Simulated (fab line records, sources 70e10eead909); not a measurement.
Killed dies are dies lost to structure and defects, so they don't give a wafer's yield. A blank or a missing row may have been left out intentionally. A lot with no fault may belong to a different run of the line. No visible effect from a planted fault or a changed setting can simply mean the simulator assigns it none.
fab line records -- flow nand_harc
record: lots: 7, wafers: 18, last_day: 24
route steps=1159 shown A_CHANNEL_HOLE_D1@482 A_CHANNEL_FILL_D1@490 END@1159
lots that met no fault: taken from a fault-free run of the same line
start_h: the number of hours between the record's first day and the start of the first shown wafer of the lot -- wait_h: hours elapsed since this lot's preceding step -- " as in the row above -- L1.1+2: several wafers, shown together as one row -- - no value present, or no start provided -- * or withheld: withheld -- < > ~ a bound
route shown NAME@n: a module of which the file shows steps, and the number in the route of the first -- usual: the fault-free wafers' mean and standard deviation -- same: alike in all rows -- chamber/n: place in a boat -- sites: the reading at each site -- _std_site: standard deviation across them -- _edge_site: mean of outer sites minus mean of inner sites -- radius_mm: how far each site lies from the wafer's centre -- mask NAME#n: copy n -- behind: the most recent tool/chamber to have shaped the wafer -- hold: the reason the lot was held/the length of the hold in hours/how it ended -- device: names the non-switching transistor (n, p or np) -- end of line: tests of these same wafers at the route's end -- a step without rows: its recipe alone -- killed: the dies lost at the first sort to structure and to defects; this is not the yield of the wafer -- map: a wafer's dies, x killed, . not, _ none there
set.NAME: the setting the step ran with; set.NAME@STEP: the setting that earlier step ran with -- model.NAME: the simulator's own value behind a step, which no gauge read
lots seen at some steps along the route; tables by step, rows by wafer
services: when a tool's chamber went out of use (start_h, in hours from the record's first day, below 0 if earlier), for how many hours, and the reason
== steps ==
step: NHARC_A_CHANNEL_HOLE_D1_STRIP_43
recipe: o2_flow_sccm: 400, cos_flow_sccm: 20, ar_flow_sccm: 0, bias_w: 0, chemistry: O2/COS
step: NHARC_A_CHANNEL_HOLE_D1_ETCH_44
recipe: target_depth_a: 1400, overetch_a: 140, time_s: 77, ion_energy_ev: 100, cf4_flow_sccm: 80, o2_flow_sccm: 20, ar_flow_sccm: 0, rf_w: 300, bias_w: 100, chemistry: CF4/O2
usual: bias_w: 100.0/0.36, chamber_pressure_mTorr: 30.004/0.027, drypump_motor_current_A: 5.7/0.64, oes_f_703_au: 1.000/0.0044, oes_product_au: 1.002/0.0078, rf_vpp_V: 198.2/1.2, showerhead_plenum_p_Torr: 1.36/0.041, throttle_valve_pct: 13.397/0.0091
lot.wafer,tool,chamber,start_h,wait_h,bias_w,chamber_pressure_mTorr,drypump_motor_current_A,oes_f_703_au,oes_product_au,rf_hours_counter_h,rf_vpp_V,showerhead_plenum_p_Torr,throttle_valve_pct
L393.4,rie_diel-05,3,204.06,0.1,100.7,29.984,5.4,1.002,1.014,1,197.5,1.36,13.393
L393.3,rie_diel-05,0,204.06,0.1,100.5,29.981,6.1,0.998,1.004,2,200.0,1.35,13.398
L393.2,rie_diel-05,2,204.06,0.1,100.8,29.972,5.6,1.007,1.005,2,198.8,1.40,13.396
L395.1,rie_diel-05,1,233.22,0.1,100.2,30.048,6.2,0.991,1.002,3,197.5,1.34,13.396
L395.3,rie_diel-05,0,233.22,0.1,99.8,29.965,6.0,1.002,0.999,3,197.9,1.35,13.397
L395.5,rie_diel-05,2,233.22,0.1,100.4,30.006,5.6,1.000,1.009,-,200.5,1.40,13.403
L400.1,rie_diel-05,1,256.44,0.1,99.8,30.039,6.2,1.002,1.001,5,198.3,1.34,13.395
L400.6,rie_diel-05,3,256.44,0.1,99.4,30.016,5.4,1.009,1.007,-,198.2,1.36,13.404
L398.2,rie_diel-05,0,260.58,0.1,100.1,29.991,6.1,1.003,1.004,6,199.4,1.35,13.398
L398.5,rie_diel-05,3,260.58,0.1,99.8,30.021,5.4,0.997,1.000,-,196.5,1.36,13.396
L401.1,rie_diel-13,3,274.29,0.1,100.7,30.002,6.5,0.995,0.994,12,198.0,1.38,13.411
L401.6,rie_diel-13,3,274.29,0.1,100.6,30.089,6.5,1.001,0.992,-,197.9,1.38,13.389
L406.1,rie_diel-05,2,284.96,0.1,99.9,30.006,5.6,0.999,1.005,7,199.9,1.40,13.395
L406.4,rie_diel-05,3,284.96,0.1,100.3,30.006,5.4,1.002,1.003,6,197.8,1.36,13.393
L406.5,rie_diel-05,3,284.96,0.1,100.1,30.044,5.4,1.002,1.008,-,198.4,1.36,13.386
L408.1,rie_diel-13,0,303.17,0.1,99.8,30.021,4.8,0.996,1.006,1,198.4,1.29,13.403
L408.2,rie_diel-13,1,303.17,0.1,99.9,30.056,6.8,1.000,1.008,1,198.3,1.38,13.389
L408.4,rie_diel-13,2,303.17,0.1,100.0,30.026,5.2,1.006,1.006,1,199.5,1.39,13.399
step: NHARC_A_CHANNEL_HOLE_D1_STRIP_27
recipe: o2_flow_sccm: 500, ar_flow_sccm: 0, bias_w: 0, chemistry: O2
usual: chamber_pressure_mTorr: 59.99/0.059, drypump_motor_current_A: 5.7/0.63, oes_product_au: 1.002/0.0087, rf_vpp_V: 57.8/0.81, showerhead_plenum_p_Torr: 3.58/0.1, throttle_valve_pct: 17.037/0.0084
same: bias_w: 0
lot.wafer,tool,chamber,start_h,wait_h,chamber_pressure_mTorr,drypump_motor_current_A,oes_product_au,rf_hours_counter_h,rf_vpp_V,showerhead_plenum_p_Torr,throttle_valve_pct
L393.3,rie_diel-05,3,-,-,60.09,5.4,1.012,1,58.3,3.59,17.049
L393.2,rie_diel-05,1,-,-,59.97,6.2,1.005,2,56.7,3.55,17.043
L393.4,rie_diel-05,2,-,-,59.96,5.6,1.006,2,58.1,3.69,17.028
L395.1,rie_diel-05,2,-,-,60.08,5.6,0.993,3,57.5,3.69,17.041
L395.3,rie_diel-05,3,-,-,60.02,5.4,1.001,2,58.2,3.59,17.033
L395.5,rie_diel-05,0,-,-,60.09,6.1,1.011,-,57.6,3.56,17.049
L400.1,rie_diel-05,0,-,-,60.04,6.1,1.005,5,58.0,3.56,17.030
L400.6,rie_diel-05,0,-,-,60.01,6.1,1.001,-,58.6,3.56,17.045
L398.2,rie_diel-05,3,-,-,59.91,5.4,1.015,4,57.8,3.59,17.039
L398.5,rie_diel-05,2,-,-,59.96,5.6,1.009,-,56.7,3.69,17.045
L401.1,rie_diel-13,3,-,-,59.97,6.5,0.995,12,58.2,3.65,17.041
L401.6,rie_diel-13,2,-,-,60.06,5.2,0.995,-,57.8,3.68,17.024
L406.4,rie_diel-05,2,-,-,59.97,5.6,1.009,7,58.7,3.69,17.039
L406.1,rie_diel-05,3,-,-,59.97,5.4,1.010,6,57.4,3.59,17.049
L406.5,rie_diel-05,0,-,-,59.99,6.1,1.009,-,57.8,3.56,17.049
L408.2,rie_diel-13,3,-,-,60.07,6.5,1.005,1,58.5,3.65,17.023
L408.1,rie_diel-13,0,-,-,59.92,4.8,0.983,1,57.2,3.41,17.030
L408.4,rie_diel-13,1,-,-,60.01,6.8,1.005,1,57.8,3.64,17.053
step: NHARC_A_CHANNEL_HOLE_D1_PRECLEAN_28
recipe: time_s: *, temp_c: 50, bath_age_min: 0, chemistry: SC1
step: NHARC_A_CHANNEL_HOLE_D1_SRD_29
step: NHARC_A_CHANNEL_HOLE_D1_CD_MEAS_30
usual: cd_nm: 90.2/0.9
lot.wafer,tool,chamber,start_h,wait_h,cd_nm
L393.2,cd_sem-02,-,204.87,-,90.8
L393.3,cd_sem-02,-,204.87,-,90.8
L393.4,cd_sem-02,-,204.87,-,91.1
L395.1,cd_sem-03,-,234.03,-,91.6
L395.3,cd_sem-03,-,234.03,-,90.8
L395.5,cd_sem-03,-,234.03,-,90.2
L400.1,cd_sem-02,-,257.37,-,89.1
L400.6,cd_sem-02,-,257.37,-,89.5
L398.2,cd_sem-02,-,261.41,0.1,91.2
L398.5,cd_sem-02,-,261.41,0.1,90.0
L401.1,cd_sem-03,-,275.08,-,90.5
L401.6,cd_sem-03,-,275.08,-,90.7
L406.1,cd_sem-02,-,285.76,-,89.4
L406.4,cd_sem-02,-,285.76,-,88.8
L406.5,cd_sem-02,-,285.76,-,88.9
L408.1,cd_sem-02,-,304.00,0.1,92.5
L408.2,cd_sem-02,-,304.00,0.1,89.6
L408.4,cd_sem-02,-,304.00,0.1,90.0
step: NHARC_A_CHANNEL_HOLE_D1_XSEM_31
recipe: landing_energy_ev: 35000
usual: bot_cd_nm: 74.8/1, bow_nm: 8.63/0.26, tilt_deg: 0.07/0.044
same: landing_energy_ev: 35000
lot.wafer,tool,chamber,start_h,wait_h,bot_cd_nm,bow_nm,tilt_deg
L393.2,xsem-01,0,204.95,0.1,76.4,8.49,0.14
L393.3,xsem-01,0,204.95,0.1,76.2,8.51,0.14
L393.4,xsem-01,0,204.95,0.1,76.7,8.55,0.14
L395.1,xsem-01,0,234.12,0.1,76.3,8.53,0.11
L395.3,xsem-01,0,234.12,0.1,74.8,8.54,0.11
L395.5,xsem-01,0,234.12,0.1,75.1,8.55,0.11
L400.1,xsem-01,0,257.45,0.1,74.2,8.98,0.08
L400.6,xsem-01,0,257.45,0.1,74.0,8.96,0.08
L398.2,xsem-01,0,261.51,0.1,76.0,8.59,0.04
L398.5,xsem-01,0,261.51,0.1,75.5,8.58,0.04
L401.1,xsem-01,0,275.17,0.1,74.6,8.67,0.02
L401.6,xsem-01,0,275.17,0.1,74.8,8.58,0.02
L406.1,xsem-02,0,285.86,0.1,74.6,8.13,0.09
L406.4,xsem-02,0,285.86,0.1,73.1,8.03,0.09
L406.5,xsem-02,0,285.86,0.1,74.4,8.12,0.09
L408.1,xsem-01,0,304.08,0.1,77.5,8.90,0.06
L408.2,xsem-01,0,304.08,0.1,74.3,9.00,0.06
L408.4,xsem-01,0,304.08,0.1,74.4,8.89,0.06
step: NHARC_A_CHANNEL_HOLE_D1_INSPECT_40
usual: raw_defect_count: 60/16
lot.wafer,tool,chamber,start_h,wait_h,raw_defect_count
L393.2,defect_inspect-01,-,205.06,-,99
L393.3,defect_inspect-01,-,205.06,-,75
L393.4,defect_inspect-01,-,205.06,-,121
L395.1,defect_inspect-01,-,234.21,-,70
L395.3,defect_inspect-01,-,234.21,-,64
L395.5,defect_inspect-01,-,234.21,-,64
L400.1,defect_inspect-02,-,257.55,-,80
L400.6,defect_inspect-02,-,257.55,-,60
L398.2,defect_inspect-01,-,261.61,-,78
L398.5,defect_inspect-01,-,261.61,-,67
L401.1,defect_inspect-01,-,275.26,-,45
L401.6,defect_inspect-01,-,275.26,-,40
L406.1,defect_inspect-01,-,285.96,-,72
L406.4,defect_inspect-01,-,285.96,-,86
L406.5,defect_inspect-01,-,285.96,-,77
L408.1,defect_inspect-01,-,304.18,-,60
L408.2,defect_inspect-01,-,304.18,-,46
L408.4,defect_inspect-01,-,304.18,-,48
step: NHARC_A_CHANNEL_FILL_D1_PRECLEAN_00
recipe: time_s: *, temp_c: 50, bath_age_min: 0, chemistry: SC1
step: NHARC_A_CHANNEL_FILL_D1_SRD_01
step: NHARC_A_CHANNEL_FILL_D1_ALD_02
recipe: target_thk_a: 60, pulse_time_s: 10, ald_cycles: 60, temp_c: 300, material: SiO2
usual: ald_cycles: 60/0, heater_power_w: 467/38, precursor_pulse_height_rel: 1.004/0.02
lot.wafer,tool,chamber,start_h,wait_h,ald_cycles,heater_power_w,precursor_pulse_height_rel
L393.3,ald_hk-03,0,205.29,0.1,60,461,1.034
L393.4,ald_hk-03,2,205.29,0.1,60,523,0.976
L393.2,ald_hk-03,3,205.29,0.1,60,416,0.980
L395.1,ald_hk-04,0,235.03,-,60,524,1.001
L395.3,ald_hk-04,1,235.03,-,60,492,0.989
L395.5,ald_hk-04,0,235.03,-,60,539,0.983
L400.1,ald_hk-01,2,257.76,-,60,498,0.990
L400.6,ald_hk-01,2,257.76,-,60,483,0.996
L398.2,ald_hk-03,1,261.94,-,60,500,1.019
L398.5,ald_hk-03,0,261.94,-,60,460,0.983
L401.1,ald_hk-04,3,275.68,-,60,432,0.967
L401.6,ald_hk-04,0,275.68,-,60,524,1.020
L406.4,ald_hk-03,0,286.48,-,60,466,0.993
L406.1,ald_hk-03,1,286.48,-,60,488,1.018
L406.5,ald_hk-03,3,286.48,-,60,415,0.984
L408.1,ald_hk-04,3,304.38,-,60,431,1.005
L408.2,ald_hk-04,0,304.38,-,60,534,0.999
L408.4,ald_hk-04,1,304.38,-,60,495,0.997
step: NHARC_A_CHANNEL_FILL_D1_ALD_03
recipe: target_thk_a: 60, pulse_time_s: 60, ald_cycles: 58, temp_c: 630, pressure_torr: 2, material: SiNx
step: NHARC_A_CHANNEL_FILL_D1_ALD_14
recipe: target_thk_a: 25, pulse_time_s: 10, ald_cycles: 25, temp_c: 300, material: SiO2
usual: ald_cycles: 25/0, heater_power_w: 466/40, precursor_pulse_height_rel: 1.004/0.019
lot.wafer,tool,chamber,start_h,wait_h,ald_cycles,heater_power_w,precursor_pulse_height_rel
L393.3,ald_hk-01,1,212.37,0.0,25,438,1.018
L393.2,ald_hk-01,2,212.37,0.0,25,474,1.005
L393.4,ald_hk-01,0,212.37,0.0,25,446,0.988
L395.1,ald_hk-01,1,242.12,0.1,25,415,0.958
L395.3,ald_hk-01,3,242.12,0.1,25,488,0.972
L395.5,ald_hk-01,1,242.12,0.1,25,405,1.008
L400.1,ald_hk-01,0,265.96,0.2,25,432,1.001
L400.6,ald_hk-01,2,265.96,0.2,27,500,1.000
L398.2,ald_hk-01,0,268.80,0.0,25,438,1.005
L398.5,ald_hk-01,1,268.80,0.0,27,405,1.018
L401.1,ald_hk-01,1,281.95,0.1,25,420,0.984
L401.6,ald_hk-01,3,281.95,0.1,27,488,1.012
L406.4,ald_hk-04,1,293.37,0.1,25,477,0.993
L406.1,ald_hk-04,0,293.37,0.1,25,529,1.016
L406.5,ald_hk-04,1,293.37,0.1,25,493,1.021
L408.1,ald_hk-03,0,310.57,0.1,25,465,1.017
L408.2,ald_hk-03,1,310.57,0.1,25,497,0.999
L408.4,ald_hk-03,3,310.57,0.1,25,412,1.030
step: NHARC_A_CHANNEL_FILL_D1_ALD_15
recipe: target_thk_a: 20, pulse_time_s: 60, ald_cycles: 19, temp_c: 630, pressure_torr: 2, material: SiNx
usual: ald_cycles: 19/0, precursor_pulse_height_rel: 1.000/0.019
lot.wafer,tool,chamber,start_h,wait_h,ald_cycles,precursor_pulse_height_rel
L393.2,ald_sin_batch-02,0,-,-,19,1.007
L393.3,ald_sin_batch-02,0,-,-,19,0.962
L393.4,ald_sin_batch-02,0,-,-,19,1.026
L395.1,ald_sin_batch-02,0,-,-,19,0.986
L395.3,ald_sin_batch-02,0,-,-,19,0.983
L395.5,ald_sin_batch-02,0,-,-,19,1.029
L400.1,ald_sin_batch-03,0,-,-,19,1.004
L400.6,ald_sin_batch-03,0,-,-,19,1.012
L398.2,ald_sin_batch-02,0,-,-,19,0.983
L398.5,ald_sin_batch-02,0,-,-,19,1.023
L401.1,ald_sin_batch-02,0,-,-,19,0.969
L401.6,ald_sin_batch-02,0,-,-,19,1.003
L406.1,ald_sin_batch-01,0,-,-,19,0.995
L406.4,ald_sin_batch-01,0,-,-,19,0.998
L406.5,ald_sin_batch-01,0,-,-,19,1.048
L408.1,ald_sin_batch-01,0,-,-,19,1.016
L408.2,ald_sin_batch-01,0,-,-,19,0.998
L408.4,ald_sin_batch-01,0,-,-,19,0.985
step: NHARC_END_SORT_01
recipe: temp_c: 25
usual: killed_at_array: 24/7.4, killed_at_other: 0.5/0.81, killed_at_periphery: 3.4/2.3, killed_dies: 28/8, killed_open: 3.4/1.8, killed_short: 2.0/1.4
same: gross_dies: 677
lot.wafer,tool,chamber,start_h,wait_h,killed_at_array,killed_at_other,killed_at_periphery,killed_dies,killed_open,killed_short
L395.1,prober-01,0,488.26,2.5,31,1,3,35,3,4
L395.3,prober-01,0,489.85,3.1,24,3,2,29,1,1
L395.5,prober-01,0,491.44,3.7,25,1,5,31,2,3
L400.1,prober-01,0,517.16,2.5,21,0,2,23,1,0
L400.6,prober-01,0,521.18,4.0,25,0,2,27,6,0
L406.5,prober-02,0,549.41,3.7,39,0,3,42,3,1
killed by level:class
L395.1 A_CHANNEL_HOLE_D1:chamber_film_flake=12 A_SLIT:chamber_film_flake=7 A_STAIRCASE:chamber_film_flake=3 A_CONTACT:chamber_film_flake=3 P_M0:geometric_particle:short=1 P_M1:geometric_particle:open=1 A_ONON_D1:geometric_particle:short=1 A_CHANNEL_FILL_D1:geometric_particle:open=1
L395.3 A_SLIT:chamber_film_flake=8 A_CONTACT:chamber_film_flake=6 A_CHANNEL_HOLE_D1:chamber_film_flake=6 THIN_TSV:chamber_film_flake=3 P_M0:geometric_particle:open=1 A_ONON_D1:geometric_particle:short=1 P_BONDPAD:chamber_film_flake=1 A_CHANNEL_FILL_D1:chamber_film_flake=1
L395.5 A_SLIT:chamber_film_flake=10 A_CHANNEL_HOLE_D1:chamber_film_flake=6 A_CONTACT:chamber_film_flake=3 P_BONDPAD:chamber_film_flake=2 A_STAIRCASE:chamber_film_flake=2 P_GATE:geometric_particle:open=1 P_M2:geometric_particle:open=1 A_ONON_D1:geometric_particle:short=1
L400.1 A_CHANNEL_HOLE_D1:chamber_film_flake=11 A_CONTACT:chamber_film_flake=6 A_STAIRCASE:chamber_film_flake=3 A_CONTACT:geometric_particle:open=1 P_ZERO_WELL:chamber_film_flake=1 P_GATE:chamber_film_flake=1
L400.6 A_CHANNEL_HOLE_D1:chamber_film_flake=8 A_CONTACT:chamber_film_flake=8 A_CONTACT:geometric_particle:open=2 P_ZERO_WELL:chamber_film_flake=2 A_STAIRCASE:chamber_film_flake=2 A_ONON_D1:geometric_particle:open=1 A_CHANNEL_FILL_D1:geometric_particle:open=1 A_SGD_CUT:geometric_particle:open=1
L406.5 A_CHANNEL_HOLE_D1:chamber_film_flake=17 A_SLIT:chamber_film_flake=8 A_CONTACT:chamber_film_flake=8 P_GATE:chamber_film_flake=3 A_STAIRCASE:chamber_film_flake=2 A_ONON_D1:geometric_particle:short=1 A_CHANNEL_FILL_D1:geometric_particle:open=1 A_CONTACT:geometric_particle:open=1
== services ==
tool,chamber,start_h,hours,kind
ald_hk-04,-,187.79,0.7,repair
rie_diel-13,2,194.24,4.3,repair
rie_diel-05,0,197.16,-,clean
rie_diel-05,1,197.16,-,clean
rie_diel-05,2,197.16,-,clean
rie_diel-05,3,197.16,-,clean
rie_diel-05,0,221.66,-,clean
rie_diel-05,1,221.66,-,clean
rie_diel-05,2,221.66,-,clean
rie_diel-05,3,221.66,-,clean
ald_hk-01,-,229.41,10.0,pm
ald_sin_batch-01,-,243.72,30.3,repair
rie_diel-05,0,246.18,-,clean
rie_diel-05,1,246.18,-,clean
rie_diel-05,2,246.18,-,clean
rie_diel-05,3,246.18,-,clean
rie_diel-05,2,255.55,2.5,repair
ald_sin_batch-02,-,257.09,7.8,repair
rie_diel-13,1,262.52,1.6,repair
rie_diel-05,0,270.69,-,clean
rie_diel-05,1,270.69,-,clean
rie_diel-05,2,270.69,-,clean
rie_diel-13,-,276.00,9.0,pm
xsem-02,-,302.00,14.0,pm
== key ==
first_sign: step: NHARC_A_CHANNEL_FILL_D1_ALD_14, reading: ald_cycles, direction: up, sigmas: 99+, usual: 25, struck: 27
effect none on later readings
met_at NHARC_A_CHANNEL_FILL_D1_ALD_14
struck_wafers L398.5,L400.6,L401.6
tester_left_out L398,L400,L401
onset_between 242.12 265.96
fault: kind: process_parameter_drift, tool: ald_hk-01, chamber: -, onset_h: 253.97, steps: NHARC_A_CHANNEL_FILL_D1_ALD_14, channel: ald_cycles, offset: 2, shape: step, end_h: 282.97, scope: struck_wafers_only, acts_in: these_recipes_only, stated: 25
tester_left_out: of these lots the tester's yield and bins aren't shown, on N5 and GAA mostly nor the transistor test; their killed dies are dies lost to structure and defects alone, not to doping, threshold or leakage, so they don't give the yield
